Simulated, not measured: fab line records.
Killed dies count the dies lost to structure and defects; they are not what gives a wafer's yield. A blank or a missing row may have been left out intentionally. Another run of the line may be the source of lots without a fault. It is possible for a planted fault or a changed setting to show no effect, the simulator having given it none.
A lot that was struck, set against a sound lot || flow nand-harc || 14 out of 1302 route steps
Sound: these wafers, L809.1, L809.2, L809.3. Struck: wafers L816.1, L816.3. (L816.6 of the same lot was not struck and is left out.) The cause comes at the end.
Order at every step that has rows: each side's tool, ch and its chambers, its first start. Under that, the readings that differ: sound wafers || struck wafers || difference of the means || sigmas: that difference in standard deviations of wafers without a fault.
alike: same words and numbers on both sides, and readings whose means sit less than 2 such deviations apart. not compared: any withheld reading, any reading some wafer has no value for, any bound like >300 that may hide the same value, and any number with overlapping values for which the record gives no deviation.
A row with sigmas, a row that says differs or no value, or rows on one side alone: a step with any of these is where the two part. Non-overlapping numbers with no deviation appear without sigmas and do not part them. A reading that every wafer of one side lacks parts them only if that side has two wafers or more.

NHARC_A_SLIT_ETCH_26: etches the open film in C4F8/O2/Ar, time 90 s, target depth 400 nm.
  sound on har-etch-02 ch 0,1, day 21 11:20; struck on har-etch-01 ch 0,1, day 24 19:01
{"reading": "throttle-valve-pct (%)", "sound": "27.606 27.605 27.619", "struck": "27.632 27.645", "difference": "+0.029", "sigmas": "+3"}
  alike: drypump-motor-current-A, rf-fwd-power-W, showerhead-plenum-p-Torr
  not compared: rf-hours-counter-h
then, 1 step without rows for these wafers: NHARC_A_SLIT_STRIP_28 (strips in O2/COS).
NHARC_A_SLIT_ETCH_29: etches the open film in CF4/O2, target depth 100 nm, overetch 10 nm, time 55 s.
  sound on rie-diel-07 ch 0,1,3, day 21 12:13; struck on rie-diel-07 ch 0,1, day 24 19:52
{"reading": "rf-hours-counter-h (h)", "sound": "0 0 0", "struck": "5 5", "difference": "+5", "sigmas": ""}
  alike: drypump-motor-current-A, oes-product-au, rf-fwd-power-W, rf-vpp-V, showerhead-plenum-p-Torr, throttle-valve-pct
NHARC_A_SLIT_STRIP_18: strips in O2.
  sound on rie-diel-07 ch 0,1,3; struck on rie-diel-07 ch 0,2
{"reading": "rf-hours-counter-h (h)", "sound": "0 0 0", "struck": "5 3", "difference": "+4", "sigmas": ""}
  alike: drypump-motor-current-A, oes-product-au, rf-vpp-V, showerhead-plenum-p-Torr, throttle-valve-pct
then, 2 steps without rows for these wafers: NHARC_A_SLIT_PRECLEAN_19 (cleans in SC1); NHARC_A_SLIT_SRD_20.
NHARC_A_SLIT_CD_MEAS_21:
  sound on cd-sem-02, day 21 12:47; struck on cd-sem-01, day 24 20:25
  alike: cd-nm
then, 3 steps without rows for these wafers: NHARC_A_SIN_REMOVE_WET_00 (chemistry H3PO4, time 15300 s); NHARC_A_SIN_REMOVE_PRECLEAN_01 (cleans in SC1); NHARC_A_SIN_REMOVE_SRD_02.
NHARC_A_SIN_REMOVE_INSPECT_04:
  sound on defect-inspect-02, day 21 19:25; struck on defect-inspect-01, day 25 02:55
  alike: raw-defect-count
NHARC_A_WL_FILL_ALD_00: deposits Al2O3, target thk 3 nm, pulse time 3 s, ald cycles 30.
  sound on ald-hk-01 ch 0,1,2, day 21 19:29; struck on ald-hk-01 ch 0,3, day 25 03:10
{"reading": "ald-cycles", "sound": "30 30 30", "struck": "33 33", "difference": "+3", "sigmas": ""}
  alike: heater-power-w, precursor-pulse-height-rel
NHARC_A_WL_FILL_RTA_01: time 5 s.
  sound on rtp-anneal-01 ch 0, day 21 19:46; struck on rtp-anneal-01 ch 0, day 25 03:25
  alike: lamp-power-pct, lamp_zone_1_pct, lamp_zone_4_pct, wafer_temp_C_max
-- break in the record here, with 4 days between the starts of the struck wafers on either side (left off in module A_WL_FILL, picked up again in module END, where the first step shown is number 1302 on the route) --
NHARC_END_SORT_01:
  the record has rows for the struck wafers here (prober-02 ch 0, day 29 03:20) and none for the sound ones

== WHERE THEY PART ==
Earliest at NHARC_A_SLIT_ETCH_26; latest, in this record, at NHARC_END_SORT_01.

WHY: whatever the simulator had introduced
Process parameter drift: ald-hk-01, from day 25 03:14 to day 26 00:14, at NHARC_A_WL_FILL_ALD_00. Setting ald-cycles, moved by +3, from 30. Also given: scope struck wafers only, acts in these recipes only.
